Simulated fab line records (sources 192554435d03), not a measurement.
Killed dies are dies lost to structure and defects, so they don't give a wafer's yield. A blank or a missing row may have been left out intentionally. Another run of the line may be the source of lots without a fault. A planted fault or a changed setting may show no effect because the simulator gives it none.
Which tool is to blame? / flow n5-finfet / Sampling: 9 lots, 27 wafers, 6 of 1938 route steps

== WHAT THE GAUGES READ, wafer by wafer ==
N5_BEOL_M0_SAQP_CD_MEAS_14 targets a cd of 42.5 nm. Usual: cd-nm reads 42.6 nm (standard deviation 0.32).
lot=L769; measured=day 5 14:34; on=cd-sem-03; cd-nm (nm)=42.6 42.2 42.8; flag=
lot=L772; measured=day 6 22:33; on=cd-sem-02; cd-nm (nm)=42.4 42.7 42.0; flag=
lot=L773; measured=day 7 01:53; on=cd-sem-02; cd-nm (nm)=42.6 43.2 42.9; flag=
lot=L777; measured=day 7 13:37; on=cd-sem-03; cd-nm (nm)=42.7 42.6 42.3; flag=
lot=L778; measured=day 7 19:55; on=cd-sem-01; cd-nm (nm)=46.7 43.0 42.4; flag=OFF
lot=L779; measured=day 8 04:53; on=cd-sem-03; cd-nm (nm)=42.7 46.9 42.8; flag=OFF
lot=L788; measured=day 10 10:34; on=cd-sem-01; cd-nm (nm)=42.3 42.7 42.6; flag=
lot=L790; measured=day 10 19:55; on=cd-sem-03; cd-nm (nm)=42.5 42.1 42.5; flag=
lot=L792; measured=day 11 05:00; on=cd-sem-03; cd-nm (nm)=42.8 42.7 42.4; flag=

N5_BEOL_M0_SAQP_OVL_MEAS_15. Usual: M0_CORE_OVL typically reads 0.0 nm, with standard deviation 0.79.
lot=L769; measured=day 5 14:36; on=overlay-01; M0_CORE_OVL (nm)=0.5 0.7 0.0; flag=
lot=L772; measured=day 6 22:34; on=overlay-02; M0_CORE_OVL (nm)=1.3 0.9 -0.7; flag=
lot=L773; measured=day 7 01:55; on=overlay-02; M0_CORE_OVL (nm)=-1.1 0.2 -0.4; flag=
lot=L777; measured=day 7 13:39; on=overlay-01; M0_CORE_OVL (nm)=0.3 1.1 0.7; flag=
lot=L778; measured=day 7 19:56; on=overlay-01; M0_CORE_OVL (nm)=1.5 1.5 1.7; flag=
lot=L779; measured=day 8 04:55; on=overlay-01; M0_CORE_OVL (nm)=0.1 0.3 -0.1; flag=
lot=L788; measured=day 10 10:35; on=overlay-01; M0_CORE_OVL (nm)=0.3 1.5 -0.9; flag=
lot=L790; measured=day 10 19:57; on=overlay-01; M0_CORE_OVL (nm)=0.2 1.1 0.3; flag=
lot=L792; measured=day 11 05:02; on=overlay-01; M0_CORE_OVL (nm)=0.0 0.6 0.3; flag=

N5_BEOL_M4_RC_MEAS_101. Usual: DIBL_N 35.8 mV/V, standard deviation 1.6; DIBL_P 36.0 mV/V, standard deviation 1.9; IOFF_N 0.151 nA/um, standard deviation 0.029; IOFF_P 0.21 nA/um, standard deviation 0.037; ION_N 673 uA/um, standard deviation 12; ION_P 463 uA/um, standard deviation 7.3; SS_N 71.5 mV/dec, standard deviation 0.58; SS_P 73.2 mV/dec, standard deviation 0.61; VT_N 251 mV, standard deviation 3.3; VT_P -250 mV, standard deviation 3.3.
lot=L769; measured=day 7 18:14; on=prober-02; DIBL_N (mV/V)=35.4 36.9 38.8; DIBL_P (mV/V)=34.9 35.9 37.9; IOFF_N (nA/um)=0.115 0.139 0.175; IOFF_P (nA/um)=0.18 0.19 0.23; ION_N (uA/um)=662 667 679; ION_P (uA/um)=461 463 462; SS_N (mV/dec)=70.7 71.1 72.4; SS_P (mV/dec)=72.2 72.0 73.5; VT_N (mV)=256 254 250; VT_P (mV)=-253 -251 -250; flag=
lot=L772; measured=day 9 12:37; on=prober-01; DIBL_N (mV/V)=37.9 35.4 36.3; DIBL_P (mV/V)=38.3 34.5 35.2; IOFF_N (nA/um)=0.189 0.134 0.162; IOFF_P (nA/um)=0.27 0.20 0.22; ION_N (uA/um)=690 679 677; ION_P (uA/um)=472 465 466; SS_N (mV/dec)=71.9 71.2 70.9; SS_P (mV/dec)=74.3 73.4 73.4; VT_N (mV)=247 251 248; VT_P (mV)=-244 -248 -247; flag=
lot=L773; measured=day 9 16:43; on=prober-02; DIBL_N (mV/V)=37.3 38.8 37.0; DIBL_P (mV/V)=36.7 38.8 36.2; IOFF_N (nA/um)=0.142 0.179 0.137; IOFF_P (nA/um)=0.21 0.25 0.20; ION_N (uA/um)=666 688 660; ION_P (uA/um)=465 468 461; SS_N (mV/dec)=71.2 72.3 71.1; SS_P (mV/dec)=72.9 73.8 72.8; VT_N (mV)=252 249 255; VT_P (mV)=-248 -248 -251; flag=
lot=L777; measured=day 9 18:19; on=prober-01; DIBL_N (mV/V)=34.8 35.8 34.7; DIBL_P (mV/V)=32.8 35.3 34.9; IOFF_N (nA/um)=0.112 0.133 0.124; IOFF_P (nA/um)=0.14 0.17 0.18; ION_N (uA/um)=664 668 657; ION_P (uA/um)=453 461 453; SS_N (mV/dec)=71.5 71.8 71.6; SS_P (mV/dec)=72.6 73.1 72.9; VT_N (mV)=255 252 251; VT_P (mV)=-257 -252 -252; flag=
lot=L778; measured=day 9 21:20; on=prober-02; DIBL_N (mV/V)=34.8 34.7 35.2; DIBL_P (mV/V)=35.5 36.2 35.7; IOFF_N (nA/um)=0.154 0.152 0.161; IOFF_P (nA/um)=0.22 0.24 0.23; ION_N (uA/um)=681 685 672; ION_P (uA/um)=478 478 460; SS_N (mV/dec)=71.6 71.5 72.5; SS_P (mV/dec)=72.6 72.9 73.2; VT_N (mV)=254 253 250; VT_P (mV)=-247 -244 -245; flag=
lot=L779; measured=day 10 23:20; on=prober-02; DIBL_N (mV/V)=35.1 32.7 35.1; DIBL_P (mV/V)=36.2 34.1 37.4; IOFF_N (nA/um)=0.152 0.119 0.175; IOFF_P (nA/um)=0.22 0.19 0.25; ION_N (uA/um)=666 669 691; ION_P (uA/um)=462 465 475; SS_N (mV/dec)=72.1 70.8 71.3; SS_P (mV/dec)=72.9 73.1 73.8; VT_N (mV)=254 252 247; VT_P (mV)=-247 -248 -247; flag=
lot=L788; measured=day 12 20:47; on=prober-02; DIBL_N (mV/V)=35.8 33.0 35.1; DIBL_P (mV/V)=36.4 32.9 35.1; IOFF_N (nA/um)=0.151 0.107 0.144; IOFF_P (nA/um)=0.23 0.17 0.21; ION_N (uA/um)=665 649 672; ION_P (uA/um)=460 454 461; SS_N (mV/dec)=71.4 70.8 71.1; SS_P (mV/dec)=72.8 72.0 73.1; VT_N (mV)=251 252 252; VT_P (mV)=-247 -252 -250; flag=
lot=L790; measured=day 13 18:34; on=prober-01; DIBL_N (mV/V)=37.7 36.0 35.0; DIBL_P (mV/V)=38.0 36.1 33.9; IOFF_N (nA/um)=0.210 0.178 0.142; IOFF_P (nA/um)=0.29 0.24 0.20; ION_N (uA/um)=692 681 678; ION_P (uA/um)=477 473 467; SS_N (mV/dec)=72.4 71.2 71.7; SS_P (mV/dec)=73.5 73.3 72.5; VT_N (mV)=247 246 250; VT_P (mV)=-245 -248 -250; flag=
lot=L792; measured=day 14 02:34; on=prober-01; DIBL_N (mV/V)=34.7 35.3 34.8; DIBL_P (mV/V)=35.1 36.0 35.4; IOFF_N (nA/um)=0.136 0.142 0.128; IOFF_P (nA/um)=0.19 0.21 0.20; ION_N (uA/um)=671 664 660; ION_P (uA/um)=457 459 456; SS_N (mV/dec)=70.9 71.9 71.4; SS_P (mV/dec)=72.2 73.1 72.6; VT_N (mV)=252 252 254; VT_P (mV)=-252 -251 -253; flag=

== TOOL THAT RAN EACH LOT (tool first, then ch and the chambers of the sampled wafers, then the start) ==
lot=L769; N5_MOL_CONTACT_COAG_STRIP_72=rie-diel-02 ch 0,1,2, day 5 05:14; N5_BEOL_M0_SAQP_PEB_12=litho-track-02 ch 0, day 5 14:31; N5_BEOL_M0_SAQP_SPACER1_ETCHBACK_99=rie-diel-06 ch 0,1,2, day 5 16:01
lot=L772; N5_MOL_CONTACT_COAG_STRIP_72=rie-diel-03 ch 0,3, day 6 15:56; N5_BEOL_M0_SAQP_PEB_12=litho-track-03 ch 0, day 6 22:29; N5_BEOL_M0_SAQP_SPACER1_ETCHBACK_99=rie-diel-05 ch 2,3, day 7 01:01
lot=L773; N5_MOL_CONTACT_COAG_STRIP_72=rie-diel-02 ch 1,2,3, day 6 17:28; N5_BEOL_M0_SAQP_PEB_12=litho-track-02 ch 0, day 7 01:49; N5_BEOL_M0_SAQP_SPACER1_ETCHBACK_99=rie-diel-05 ch 0,3, day 7 03:21
lot=L777; N5_MOL_CONTACT_COAG_STRIP_72=rie-diel-03 ch 0,1,3, day 7 07:54; N5_BEOL_M0_SAQP_PEB_12=litho-track-02 ch 0, day 7 13:33; N5_BEOL_M0_SAQP_SPACER1_ETCHBACK_99=rie-diel-01 ch 0,1,3, day 7 15:05
lot=L778; N5_MOL_CONTACT_COAG_STRIP_72=rie-diel-03 ch 0,3, day 7 13:24; N5_BEOL_M0_SAQP_PEB_12=litho-track-02 ch 0, day 7 19:51; N5_BEOL_M0_SAQP_SPACER1_ETCHBACK_99=rie-diel-01 ch 1,2, day 7 21:58
lot=L779; N5_MOL_CONTACT_COAG_STRIP_72=rie-diel-03 ch 0,2, day 7 19:53; N5_BEOL_M0_SAQP_PEB_12=litho-track-02 ch 0, day 8 04:49; N5_BEOL_M0_SAQP_SPACER1_ETCHBACK_99=rie-diel-05 ch 0,2,3, day 8 06:38
lot=L788; N5_MOL_CONTACT_COAG_STRIP_72=rie-diel-04 ch 2,3, day 10 03:35; N5_BEOL_M0_SAQP_PEB_12=litho-track-05 ch 0, day 10 10:29; N5_BEOL_M0_SAQP_SPACER1_ETCHBACK_99=rie-diel-01 ch 1,3, day 10 12:03
lot=L790; N5_MOL_CONTACT_COAG_STRIP_72=rie-diel-02 ch 0,1,2, day 10 11:37; N5_BEOL_M0_SAQP_PEB_12=litho-track-05 ch 0, day 10 19:51; N5_BEOL_M0_SAQP_SPACER1_ETCHBACK_99=rie-diel-01 ch 1,2,3, day 10 21:43
lot=L792; N5_MOL_CONTACT_COAG_STRIP_72=rie-diel-02 ch 2,3, day 10 22:51; N5_BEOL_M0_SAQP_PEB_12=litho-track-03 ch 0, day 11 04:56; N5_BEOL_M0_SAQP_SPACER1_ETCHBACK_99=rie-diel-05 ch 0,2, day 11 06:54
- N5_MOL_CONTACT_COAG_STRIP_72: strips in N2/H2.
- N5_BEOL_M0_SAQP_PEB_12: peb time 60 s.
- N5_BEOL_M0_SAQP_SPACER1_ETCHBACK_99: etches SiO2 in CHF3/O2, target depth 15.4 nm, time 7.7 s.

== AS READ BY THE TOOLS THEMSELVES (means over the sampled wafers that have a number; for cases with no such wafer, the mark the record gives instead) ==
N5_MOL_CONTACT_COAG_STRIP_72. Usual: drypump-motor-current-A 5.8 A, standard deviation 0.48; oes-product-au 0.77 a.u., standard deviation 0.092; rf-vpp-V 58.9 V, standard deviation 1.9; showerhead-plenum-p-Torr 2.54 Torr, standard deviation 0.098; throttle-valve-pct 23.6 %, standard deviation 0.31.
lot=L769; tool=rie-diel-02; drypump-motor-current-A (A)=5.6; oes-product-au (a.u.)=0.73; rf-vpp-V (V)=60.2; showerhead-plenum-p-Torr (Torr)=2.56; throttle-valve-pct (%)=23.7; flag=
lot=L772; tool=rie-diel-03; drypump-motor-current-A (A)=5.7; oes-product-au (a.u.)=0.72; rf-vpp-V (V)=58.2; showerhead-plenum-p-Torr (Torr)=2.43; throttle-valve-pct (%)=23.8; flag=
lot=L773; tool=rie-diel-02; drypump-motor-current-A (A)=5.7; oes-product-au (a.u.)=0.73; rf-vpp-V (V)=58.9; showerhead-plenum-p-Torr (Torr)=2.60; throttle-valve-pct (%)=23.9; flag=
lot=L777; tool=rie-diel-03; drypump-motor-current-A (A)=5.5; oes-product-au (a.u.)=0.77; rf-vpp-V (V)=59.3; showerhead-plenum-p-Torr (Torr)=2.50; throttle-valve-pct (%)=23.7; flag=
lot=L778; tool=rie-diel-03; drypump-motor-current-A (A)=5.7; oes-product-au (a.u.)=0.73; rf-vpp-V (V)=59.2; showerhead-plenum-p-Torr (Torr)=2.49; throttle-valve-pct (%)=23.9; flag=
lot=L779; tool=rie-diel-03; drypump-motor-current-A (A)=5.5; oes-product-au (a.u.)=0.77; rf-vpp-V (V)=58.0; showerhead-plenum-p-Torr (Torr)=2.54; throttle-valve-pct (%)=23.5; flag=
lot=L788; tool=rie-diel-04; drypump-motor-current-A (A)=5.9; oes-product-au (a.u.)=0.76; rf-vpp-V (V)=59.0; showerhead-plenum-p-Torr (Torr)=2.46; throttle-valve-pct (%)=23.7; flag=
lot=L790; tool=rie-diel-02; drypump-motor-current-A (A)=5.6; oes-product-au (a.u.)=0.70; rf-vpp-V (V)=58.4; showerhead-plenum-p-Torr (Torr)=2.55; throttle-valve-pct (%)=23.8; flag=
lot=L792; tool=rie-diel-02; drypump-motor-current-A (A)=5.3; oes-product-au (a.u.)=0.69; rf-vpp-V (V)=58.7; showerhead-plenum-p-Torr (Torr)=2.59; throttle-valve-pct (%)=24.1; flag=

N5_BEOL_M0_SAQP_SPACER1_ETCHBACK_99. Usual: O2_flow_sccm 5.000 sccm, standard deviation 0.014; drypump-motor-current-A 5.8 A, standard deviation 0.39; oes-product-au 0.75 a.u., standard deviation 0.068; rf-vpp-V 526 V, standard deviation 8.9; showerhead-plenum-p-Torr 2.42 Torr, standard deviation 0.091; throttle-valve-pct 18.94 %, standard deviation 0.24.
lot=L769; tool=rie-diel-06; O2_flow_sccm (sccm)=5.002; drypump-motor-current-A (A)=5.7; oes-product-au (a.u.)=0.77; rf-vpp-V (V)=522; showerhead-plenum-p-Torr (Torr)=2.39; throttle-valve-pct (%)=19.03; flag=
lot=L772; tool=rie-diel-05; O2_flow_sccm (sccm)=4.987; drypump-motor-current-A (A)=5.7; oes-product-au (a.u.)=0.70; rf-vpp-V (V)=534; showerhead-plenum-p-Torr (Torr)=2.48; throttle-valve-pct (%)=19.08; flag=
lot=L773; tool=rie-diel-05; O2_flow_sccm (sccm)=4.982; drypump-motor-current-A (A)=5.7; oes-product-au (a.u.)=0.74; rf-vpp-V (V)=528; showerhead-plenum-p-Torr (Torr)=2.45; throttle-valve-pct (%)=19.09; flag=
lot=L777; tool=rie-diel-01; O2_flow_sccm (sccm)=4.993; drypump-motor-current-A (A)=5.8; oes-product-au (a.u.)=0.78; rf-vpp-V (V)=527; showerhead-plenum-p-Torr (Torr)=2.52; throttle-valve-pct (%)=18.79; flag=
lot=L778; tool=rie-diel-01; O2_flow_sccm (sccm)=5.008; drypump-motor-current-A (A)=6.4; oes-product-au (a.u.)=0.75; rf-vpp-V (V)=521; showerhead-plenum-p-Torr (Torr)=2.38; throttle-valve-pct (%)=18.68; flag=
lot=L779; tool=rie-diel-05; O2_flow_sccm (sccm)=5.011; drypump-motor-current-A (A)=5.6; oes-product-au (a.u.)=0.71; rf-vpp-V (V)=532; showerhead-plenum-p-Torr (Torr)=2.43; throttle-valve-pct (%)=19.10; flag=
lot=L788; tool=rie-diel-01; O2_flow_sccm (sccm)=5.010; drypump-motor-current-A (A)=5.9; oes-product-au (a.u.)=0.72; rf-vpp-V (V)=526; showerhead-plenum-p-Torr (Torr)=2.49; throttle-valve-pct (%)=18.75; flag=
lot=L790; tool=rie-diel-01; O2_flow_sccm (sccm)=5.001; drypump-motor-current-A (A)=6.1; oes-product-au (a.u.)=0.73; rf-vpp-V (V)=524; showerhead-plenum-p-Torr (Torr)=2.43; throttle-valve-pct (%)=18.74; flag=
lot=L792; tool=rie-diel-05; O2_flow_sccm (sccm)=5.006; drypump-motor-current-A (A)=5.6; oes-product-au (a.u.)=0.81; rf-vpp-V (V)=537; showerhead-plenum-p-Torr (Torr)=2.36; throttle-valve-pct (%)=18.99; flag=

== THE ANSWER, worked out from the rows above alone ==
Rule: a lot is off if the mean of its wafers that have a number lies more than 3 standard deviations from the usual mean. A lot without any number at a reading at which 4 lots or more have one is off too. Where the step has rows for the other lots, those lots are counted as sound. The gauges are gone through in route order, then the tools' own readings, and for those a lot's mean is taken as printed above. At the first step where some lot is off, the reading lying furthest off is the one used; lots without a number count as furthest.
Off: L778, L779, at N5_BEOL_M0_SAQP_CD_MEAS_14 (cd-nm).
If a tool, at a process step before that reading, ran all the lots that are off and no sound lot after the first of them, it fits. Those tools and the gauges at N5_BEOL_M0_SAQP_CD_MEAS_14 are tried in the same way. Can't be told from this: 2 tools fit, rie-diel-03 at N5_MOL_CONTACT_COAG_STRIP_72, litho-track-02 at N5_BEOL_M0_SAQP_PEB_12.

== WHAT THE SIMULATOR PUT IN ==
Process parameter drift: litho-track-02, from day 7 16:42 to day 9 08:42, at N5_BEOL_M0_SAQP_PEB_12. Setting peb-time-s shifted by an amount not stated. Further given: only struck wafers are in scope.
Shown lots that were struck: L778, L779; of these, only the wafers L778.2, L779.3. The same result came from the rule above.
